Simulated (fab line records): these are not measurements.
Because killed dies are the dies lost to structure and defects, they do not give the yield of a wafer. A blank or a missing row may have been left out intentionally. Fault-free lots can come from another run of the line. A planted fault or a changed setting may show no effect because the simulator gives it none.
The tool behind it: which one? | flow nand harc | 14 lots, 42 wafers sampled, at 5 steps of a route of 1159

## WHAT EACH GAUGE READ, for each wafer
NHARC_END_SORT_01. Usual: killed at array 24, standard deviation 8.8; killed at other 0.7, standard deviation 0.99; killed at periphery 3.5, standard deviation 2.6; killed dies 28, standard deviation 9.3; killed open 3.2, standard deviation 1.7; killed short 1.7, standard deviation 1.4.
lot  | measured     | on        | killed at array | killed at other | killed at periphery | killed dies | killed open | killed short | flag
L196 | day 20 09:37 | prober-02 | 33 30 19        | 0 0 0           | 5 9 8               | 38 39 27    | 6 4 4       | 3 1 3        |
L205 | day 22 10:02 | prober-01 | 78 62 81        | 0 0 3           | 9 6 9               | 87 68 93    | 5 1 4       | 3 2 2        | OFF
L207 | day 23 17:22 | prober-02 | 75 80 70        | 0 0 0           | 4 4 4               | 79 84 74    | 3 2 2       | 1 2 1        | OFF
L208 | day 24 06:25 | prober-02 | 18              | 1               | 2                   | 21          | 3           | 2            |
L211 | day 24 15:58 | prober-01 | 33              | 0               | 3                   | 36          | 5           | 2            |

## EACH LOT AND THE TOOL THAT RAN IT (in order: tool; ch and the chambers of the sampled wafers; start)
lot  | NHARC_A_ONON_D1_DEP_19           | NHARC_THIN_TSV_CMP_01         | NHARC_THIN_TSV_ANNEAL_52         | NHARC_THIN_TSV_PRE_CLEAN_54
L192 | pecvd onon-01 ch 0, day 8 11:32  | cmp-02 ch 1,3, day 18 21:39   | rtp anneal-02 ch 0, day 19 03:19 | pvd sputter-01, day 19 04:13
L194 | pecvd onon-02 ch 0, day 8 20:11  | cmp-02 ch 0,1,2, day 19 05:44 | rtp anneal-02 ch 0, day 19 11:04 | pvd sputter-02, day 19 11:53
L195 | pecvd onon-03 ch 0, day 8 20:11  | cmp-03 ch 0,2,3, day 19 06:55 | rtp anneal-01 ch 0, day 19 12:16 | pvd sputter-01, day 19 13:07
L196 | pecvd onon-02 ch 0, day 9 07:25  | cmp-03 ch 0,3, day 19 15:51   | rtp anneal-02 ch 0, day 19 21:13 | pvd sputter-02, day 19 22:07
L197 | pecvd onon-03 ch 0, day 9 07:28  | cmp-01 ch 1,2,3, day 20 00:16 | rtp anneal-01 ch 0, day 20 05:31 | pvd sputter-02, day 20 06:18
L198 | pecvd onon-01 ch 0, day 9 16:07  | cmp-03 ch 2,3, day 20 08:24   | rtp anneal-02 ch 0, day 20 13:30 | pvd sputter-01, day 20 14:25
L205 | pecvd onon-03 ch 0, day 11 07:06 | cmp-01 ch 0,1,3, day 21 20:26 | rtp anneal-02 ch 0, day 22 01:57 | pvd sputter-02, day 22 02:51
L207 | pecvd onon-03 ch 0, day 12 02:07 | cmp-01 ch 0,1,3, day 23 00:17 | rtp anneal-01 ch 0, day 23 06:04 | pvd sputter-02, day 23 06:50
L208 | pecvd onon-01 ch 0, day 12 02:16 | cmp-03 ch 0,2,3, day 23 09:02 | rtp anneal-02 ch 0, day 23 15:17 | pvd sputter-03, day 23 16:07
L210 | pecvd onon-02 ch 0, day 12 15:03 | cmp-02 ch 0,2,3, day 23 10:16 | rtp anneal-02 ch 0, day 23 18:03 | pvd sputter-02, day 23 18:58
L214 | pecvd onon-02 ch 0, day 13 01:49 | cmp-02 ch 0,1,3, day 24 11:43 | rtp anneal-02 ch 0, day 24 17:13 | pvd sputter-03, day 24 18:06
L211 | pecvd onon-01 ch 0, day 13 01:51 | cmp-02 ch 0,1, day 23 19:29   | rtp anneal-02 ch 0, day 24 01:05 | pvd sputter-01, day 24 01:55
L212 | pecvd onon-01 ch 0, day 13 02:16 | cmp-02 ch 0,1, day 24 05:42   | rtp anneal-02 ch 0, day 24 11:07 | pvd sputter-01, day 24 11:53
L215 | pecvd onon-01 ch 0, day 13 19:50 | cmp-01 ch 0,1,3, day 24 10:32 | rtp anneal-02 ch 0, day 24 16:00 | pvd sputter-02, day 24 16:53
- NHARC_A_ONON_D1_DEP_19: target thk 1000 nm.
- NHARC_THIN_TSV_CMP_01: polishes.
- NHARC_THIN_TSV_ANNEAL_52: time 90 s.
- NHARC_THIN_TSV_PRE_CLEAN_54: time 30 s.

## AS READ BY THE TOOLS THEMSELVES (means over the sampled wafers that have a number; for cases with no such wafer, the mark the record gives instead)
NHARC_THIN_TSV_CMP_01. Usual: motor current A 12.2 A, standard deviation 1.3; slurry filter dp kPa 13.52 kPa, standard deviation 0.13.
lot  | tool   | motor current A (A) | slurry filter dp kPa (kPa) | flag
L192 | cmp-02 | 12.5                | 13.51                      |
L194 | cmp-02 | 12.3                | 13.32                      |
L195 | cmp-03 | 11.9                | 13.43                      |
L196 | cmp-03 | 10.5                | 13.49                      |
L197 | cmp-01 | 12.3                | 13.52                      |
L198 | cmp-03 | 13.6                | 13.58                      |
L205 | cmp-01 | 12.8                | 13.55                      |
L207 | cmp-01 | 12.6                | 13.43                      |
L208 | cmp-03 | 12.0                | 13.48                      |
L210 | cmp-02 | 12.2                | 13.47                      |
L214 | cmp-02 | 12.5                | 13.63                      |
L211 | cmp-02 | 12.6                | 13.56                      |
L212 | cmp-02 | 12.6                | 13.50                      |
L215 | cmp-01 | 13.1                | 13.55                      |

NHARC_THIN_TSV_ANNEAL_52. Usual: wafer_temp_C_max 225.98, standard deviation 0.25.
lot  | tool          | wafer_temp_C_max | flag
L192 | rtp anneal-02 | 225.85           |
L194 | rtp anneal-02 | 225.58           |
L195 | rtp anneal-01 | 225.97           |
L196 | rtp anneal-02 | 226.09           |
L197 | rtp anneal-01 | 226.49           |
L198 | rtp anneal-02 | 225.99           |
L205 | rtp anneal-02 | 225.82           |
L207 | rtp anneal-01 | 225.78           |
L208 | rtp anneal-02 | 225.72           |
L210 | rtp anneal-02 | 225.86           |
L214 | rtp anneal-02 | 225.90           |
L211 | rtp anneal-02 | 225.92           |
L212 | rtp anneal-02 | 226.17           |
L215 | rtp anneal-02 | 225.79           |

NHARC_THIN_TSV_PRE_CLEAN_54. Usual: heater power w 403 W, standard deviation 28.
lot  | tool           | heater power w (W) | flag
L192 | pvd sputter-01 | 426                |
L194 | pvd sputter-02 | 404                |
L195 | pvd sputter-01 | 398                |
L196 | pvd sputter-02 | 375                |
L197 | pvd sputter-02 | 395                |
L198 | pvd sputter-01 | 394                |
L205 | pvd sputter-02 | 394                |
L207 | pvd sputter-02 | 397                |
L208 | pvd sputter-03 | 416                |
L210 | pvd sputter-02 | 383                |
L214 | pvd sputter-03 | 410                |
L211 | pvd sputter-01 | 427                |
L212 | pvd sputter-01 | 435                |
L215 | pvd sputter-02 | 384                |

## THE ANSWER, worked out from the rows above alone
Rule: a lot is off if the mean of its wafers that have a number lies more than 3 standard deviations from the usual mean. A lot without any number at a reading at which 4 lots or more have one is off too. All remaining lots with rows at the step are treated as sound. Order of review: gauges by route order, followed by the tools' own readings, for which a lot's mean as printed above is used. At the first step where some lot is off, the reading lying furthest off is the one used; lots without a number count as furthest.
Off: L205, L207, at NHARC_END_SORT_01 (killed dies). Neither off nor sound, because the step has no rows for them: L192, L194, L195, L197, L198, L210, L214, L212, L215.
If a tool, at a process step before that reading, ran all the lots that are off and no sound lot after the first of them, it fits. Gauges at NHARC_END_SORT_01: tried the same way as those tools. Can't be told from this: 3 tools fit, pecvd onon-03 at NHARC_A_ONON_D1_DEP_19, cmp-01 at NHARC_THIN_TSV_CMP_01, pvd sputter-02 at NHARC_THIN_TSV_PRE_CLEAN_54.

## WHAT THE SIMULATOR HAD PUT IN
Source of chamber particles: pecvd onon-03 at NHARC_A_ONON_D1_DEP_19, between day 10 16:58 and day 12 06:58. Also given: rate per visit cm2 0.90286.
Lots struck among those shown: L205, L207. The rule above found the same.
